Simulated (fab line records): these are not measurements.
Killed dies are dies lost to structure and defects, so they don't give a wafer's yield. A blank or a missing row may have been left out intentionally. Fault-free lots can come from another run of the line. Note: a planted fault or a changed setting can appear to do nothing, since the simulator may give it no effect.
fab line records -- flow n5_finfet -- part 2 of 2: steps 27 to 35 of 35
[record] lots = 5, wafers = 15, last_day = 20
route steps=1938 shown BEOL_M5@1170 BEOL_M6@1194
lots that met no fault: from a run of the same line without faults
start_h: hours from the record's first day to the start of the lot's first wafer shown -- wait_h: time in hours since the lot's previous step -- " identical to the entry in the row above -- L1.1+2: several wafers, shown together as one row -- - either no value or no given start -- * or withheld: withheld -- < > ~ a bound
route shown NAME@n: names a module that has steps shown in the file, with the first one's number in the route -- usual: mean/standard deviation taken from wafers without a fault -- same: alike in all rows -- chamber/n: place in a boat -- sites: the reading at each site -- _std_site: standard deviation across them -- _edge_site: mean of outer sites minus mean of inner sites -- radius_mm: for every site, how far away it sits from the centre of the wafer -- mask NAME#n: copy n -- behind: the most recent tool/chamber to have shaped the wafer -- hold: cause of the lot's hold/its duration in hours/its outcome -- device: transistor that didn't switch, given as n, p or np -- end of line: tests run on the same wafers once the route is complete -- step lacking rows: just its recipe -- killed: at the first sort, the dies lost to defects and structure; wafer yield is something else -- map: a wafer's dies, marking killed ones x, the rest . and places with no die _
set.NAME: the setting that was run; set.NAME@STEP: the one run at that earlier step -- model.NAME: the simulator's own value behind a step, which no gauge read
lots at selected steps of the route; one table per step, one row per wafer
services: from which hour (start_h, from the record's first day; less than 0 if before it) a tool's chamber was out of use, for how many hours, and why
[[steps]]
[step N5_BEOL_M6_THK_MEAS_01]
[recipe] reads = SiCOH_lowk_of_BEOL_M6_ILD_DEP_00
[usual] M6_ILD_THK = 155.7/2.1
lot.wafer,tool,chamber,start_h,wait_h,M6_ILD_THK[nm]
L078.2,film_metro-02,-,230.69,0.4,154.7
L078.4,film_metro-02,-,230.69,0.4,154.7
L078.6,film_metro-02,-,230.69,0.4,159.4
L081.1,film_metro-01,-,267.56,0.4,153.4
L081.4,film_metro-01,-,267.56,0.4,154.9
L081.6,film_metro-01,-,267.56,0.4,157.0
L087.1,film_metro-01,-,303.74,0.4,155.7
L087.2,film_metro-01,-,303.74,0.4,155.4
L087.6,film_metro-01,-,303.74,0.4,156.8
L096.3,film_metro-02,-,368.46,0.3,153.5
L096.5,film_metro-02,-,368.46,0.3,156.3
L096.6,film_metro-02,-,368.46,0.3,157.5
L097.1,film_metro-02,-,395.22,0.4,156.8
L097.2,film_metro-02,-,395.22,0.4,155.4
L097.4,film_metro-02,-,395.22,0.4,156.9
[step N5_BEOL_M6_PECVD_70]
[recipe] material = SiO2, target_thk_a = 200, temp_c = 400, precursor = TEOS/O2, pressure_torr = 5.5, rf_w = 450, teos_flow_sccm = 53.8, gas = O2, flow_sccm = 3000, time_s = 22.7
[usual] heater_power_w = 736/100, showerhead_plenum_p_Torr = 8.76/0.081, throttle_valve_pct = 22.3/1
lot.wafer,tool,chamber,start_h,wait_h,heater_power_w,showerhead_plenum_p_Torr,throttle_valve_pct
L078.2,pecvd-04,1,230.72,0.0,785,8.80,21.4
L078.4,pecvd-04,0,230.72,0.0,594,8.80,23.7
L078.6,pecvd-04,1,230.72,0.0,774,8.85,21.5
L081.1,pecvd-04,2,267.60,0.0,679,8.75,20.9
L081.4,pecvd-04,0,267.60,0.0,508,8.80,23.3
L081.6,pecvd-04,2,267.60,0.0,662,8.72,21.1
L087.1,pecvd-04,0,303.78,0.0,512,8.80,23.6
L087.2,pecvd-04,1,303.78,0.0,663,8.82,21.7
L087.6,pecvd-04,0,303.78,0.0,525,8.77,23.6
L096.3,pecvd-01,0,368.55,0.1,752,8.76,24.0
L096.5,pecvd-01,1,368.55,0.1,789,8.66,21.1
L096.6,pecvd-01,2,368.55,0.1,683,8.72,22.0
L097.1,pecvd-01,2,395.26,0.0,563,8.71,21.9
L097.2,pecvd-01,1,395.26,0.0,793,8.61,21.2
L097.4,pecvd-01,1,395.26,0.0,771,8.66,21.2
[step N5_BEOL_M6_HM_DEP_02]
[recipe] material = TiN, target_thk_a = 200, temp_c = 25, chamber_pressure_pa = 0.49996
[usual] throttle_valve_pct = 29.7/1
lot.wafer,tool,chamber,start_h,wait_h,throttle_valve_pct
L078.2,pvd_sputter-01,-,231.42,0.7,28.9
L078.4,pvd_sputter-01,-,231.42,0.7,28.7
L078.6,pvd_sputter-01,-,231.42,0.7,28.6
L081.1,pvd_sputter-01,-,268.84,1.2,28.6
L081.4,pvd_sputter-01,-,268.84,1.2,31.8
L081.6,pvd_sputter-01,-,268.84,1.2,28.5
L087.1,pvd_sputter-01,-,304.44,0.6,31.6
L087.2,pvd_sputter-01,-,304.44,0.6,28.6
L087.6,pvd_sputter-01,-,304.44,0.6,29.9
L096.3,pvd_sputter-01,-,369.73,1.2,31.5
L096.5,pvd_sputter-01,-,369.73,1.2,29.8
L096.6,pvd_sputter-01,-,369.73,1.2,31.4
L097.1,pvd_sputter-01,-,395.94,0.7,28.7
L097.2,pvd_sputter-01,-,395.94,0.7,28.7
L097.4,pvd_sputter-01,-,395.94,0.7,29.6
[step N5_BEOL_M6_COAT_59]
[recipe] resist = SOC, temp_c = 250, time_s = 60, spin_rpm = 1500, resist_thk_nm = 100
[usual] chill_plate_temp_C = 22.98/0.11, plate_temp_C = 249.99/0.21
lot.wafer,tool,chamber,start_h,wait_h,chill_plate_temp_C,plate_temp_C
L078.2,litho_track-05,0,231.55,0.1,22.81,249.77
L078.4,litho_track-05,0,231.55,0.1,23.01,250.15
L078.6,litho_track-05,0,231.55,0.1,23.05,249.86
L081.1,litho_track-03,0,268.96,0.1,23.13,250.48
L081.4,litho_track-03,0,268.96,0.1,23.05,250.56
L081.6,litho_track-03,0,268.96,0.1,23.04,250.16
L087.1,litho_track-05,0,304.57,0.1,22.87,250.21
L087.2,litho_track-05,0,304.57,0.1,23.16,250.03
L087.6,litho_track-05,0,304.57,0.1,22.91,249.77
L096.3,litho_track-01,0,369.87,0.1,22.94,250.24
L096.5,litho_track-01,0,369.87,0.1,23.03,249.77
L096.6,litho_track-01,0,369.87,0.1,23.01,249.81
L097.1,litho_track-05,0,396.07,0.1,23.17,250.10
L097.2,litho_track-05,0,396.07,0.1,23.08,249.64
L097.4,litho_track-05,0,396.07,0.1,22.94,249.79
[step N5_BEOL_M6_COAT_60]
[recipe] resist = SiARC, temp_c = 220, time_s = 60, spin_rpm = 1500, resist_thk_nm = 35
[usual] chill_plate_temp_C = 23.00/0.11, plate_temp_C = 220.02/0.17
lot.wafer,tool,chamber,start_h,wait_h,chill_plate_temp_C,plate_temp_C
L078.2,litho_track-05,0,-,-,22.91,220.47
L078.4,litho_track-05,0,-,-,23.02,220.35
L078.6,litho_track-05,0,-,-,22.95,220.28
L081.1,litho_track-03,0,-,-,22.93,220.04
L081.4,litho_track-03,0,-,-,22.95,220.23
L081.6,litho_track-03,0,-,-,23.02,219.97
L087.1,litho_track-05,0,-,-,22.92,220.04
L087.2,litho_track-05,0,-,-,22.86,220.08
L087.6,litho_track-05,0,-,-,22.89,220.16
L096.3,litho_track-01,0,-,-,23.09,220.18
L096.5,litho_track-01,0,-,-,23.24,219.89
L096.6,litho_track-01,0,-,-,23.07,220.08
L097.1,litho_track-05,0,-,-,22.93,219.90
L097.2,litho_track-05,0,-,-,22.93,219.58
L097.4,litho_track-05,0,-,-,23.03,220.02
[step N5_BEOL_M6_COAT_05]
[recipe] resist = CAR-ArF, spin_rpm = 1500, resist_thk_nm = 90
[usual] chill_plate_temp_C = 22.99/0.093
lot.wafer,tool,chamber,start_h,wait_h,chill_plate_temp_C
L078.2,litho_track-05,0,-,-,23.06
L078.4,litho_track-05,0,-,-,23.02
L078.6,litho_track-05,0,-,-,23.09
L081.1,litho_track-03,0,-,-,23.13
L081.4,litho_track-03,0,-,-,23.07
L081.6,litho_track-03,0,-,-,23.04
L087.1,litho_track-05,0,-,-,22.96
L087.2,litho_track-05,0,-,-,23.07
L087.6,litho_track-05,0,-,-,23.00
L096.3,litho_track-01,0,-,-,23.07
L096.5,litho_track-01,0,-,-,22.95
L096.6,litho_track-01,0,-,-,23.01
L097.1,litho_track-05,0,-,-,22.89
L097.2,litho_track-05,0,-,-,23.04
L097.4,litho_track-05,0,-,-,23.00
[step N5_BEOL_M6_EBR_07]
[recipe] solvent = PGMEA, ebr_width_mm = 1.5
[usual] chill_plate_temp_C = 22.99/0.11
lot.wafer,tool,chamber,start_h,wait_h,chill_plate_temp_C
L078.2,litho_track-05,0,-,-,23.08
L078.4,litho_track-05,0,-,-,23.12
L078.6,litho_track-05,0,-,-,23.08
L081.1,litho_track-03,0,-,-,23.10
L081.4,litho_track-03,0,-,-,22.99
L081.6,litho_track-03,0,-,-,23.00
L087.1,litho_track-05,0,-,-,23.16
L087.2,litho_track-05,0,-,-,22.98
L087.6,litho_track-05,0,-,-,22.87
L096.3,litho_track-01,0,-,-,22.88
L096.5,litho_track-01,0,-,-,23.10
L096.6,litho_track-01,0,-,-,23.13
L097.1,litho_track-05,0,-,-,22.94
L097.2,litho_track-05,0,-,-,23.02
L097.4,litho_track-05,0,-,-,23.02
[step N5_BEOL_M6_SOFTBAKE_06]
[recipe] temp_c = 110, time_s = 60, resist = CAR-ArF
[usual] chill_plate_temp_C = 22.99/0.12, plate_temp_C = 110.01/0.12
lot.wafer,tool,chamber,start_h,wait_h,chill_plate_temp_C,plate_temp_C
L078.2,litho_track-05,0,-,-,22.95,110.01
L078.4,litho_track-05,0,-,-,22.83,110.05
L078.6,litho_track-05,0,-,-,22.87,109.98
L081.1,litho_track-03,0,-,-,23.18,109.74
L081.4,litho_track-03,0,-,-,23.08,109.87
L081.6,litho_track-03,0,-,-,23.08,109.88
L087.1,litho_track-05,0,-,-,23.05,110.14
L087.2,litho_track-05,0,-,-,22.99,110.03
L087.6,litho_track-05,0,-,-,22.88,110.26
L096.3,litho_track-01,0,-,-,23.05,109.97
L096.5,litho_track-01,0,-,-,22.90,109.86
L096.6,litho_track-01,0,-,-,23.10,109.96
L097.1,litho_track-05,0,-,-,23.03,109.91
L097.2,litho_track-05,0,-,-,23.16,110.03
L097.4,litho_track-05,0,-,-,23.00,110.12
[step N5_BEOL_M6_EXPOSE_08]
[recipe] mask_id = M6, na = 1.35, source_shape = dipole, sigma_inner = 0.817, sigma_outer = 0.97, polarization = te, dose_mj = 68.25
lot.wafer,tool,chamber,start_h,wait_h,mask
L078.2+4+6,arfi_scanner-02,0,231.79,-,M6#0
L081.1+4+6,arfi_scanner-03,0,269.20,-,M6#0
L087.1+2+6,arfi_scanner-01,0,304.71,-,M6#0
L096.3+5+6,arfi_scanner-01,0,370.00,-,M6#0
L097.1+2+4,arfi_scanner-01,0,396.31,-,M6#0
[[services]]
tool,chamber,start_h,hours,kind
pecvd-03,-,208.14,1.6,repair
cvd_co-02,-,209.89,6.7,repair
ald_metal-02,3,215.35,28.4,repair
cvd_co-02,-,216.64,2.8,pm
uv_cure-02,-,220.58,0.4,repair
uv_cure-01,-,234.58,2.4,repair
pecvd-01,-,236.93,14.6,pm
cmp-01,-,237.84,3.0,repair
pecvd-02,0,241.45,3.9,repair
cmp-01,-,249.49,1.0,repair
arfi_scanner-01,-,264.85,1.0,repair
arfi_scanner-01,-,284.46,0.8,repair
arfi_scanner-01,-,292.94,4.4,repair
pecvd-04,-,296.71,4.4,repair
arfi_scanner-01,-,305.54,1.3,pm
cmp-01,-,316.18,0.9,repair
cmp-01,-,322.86,4.0,pm
arfi_scanner-01,-,337.55,1.0,pm
arfi_scanner-01,-,343.44,4.0,repair
cmp-01,-,343.60,5.5,pm
pecvd-02,0,355.07,39.7,repair
cvd_co-01,-,357.62,6.9,pm
pvd_sputter-01,-,376.86,2.8,repair
cmp-01,-,382.85,2.2,repair
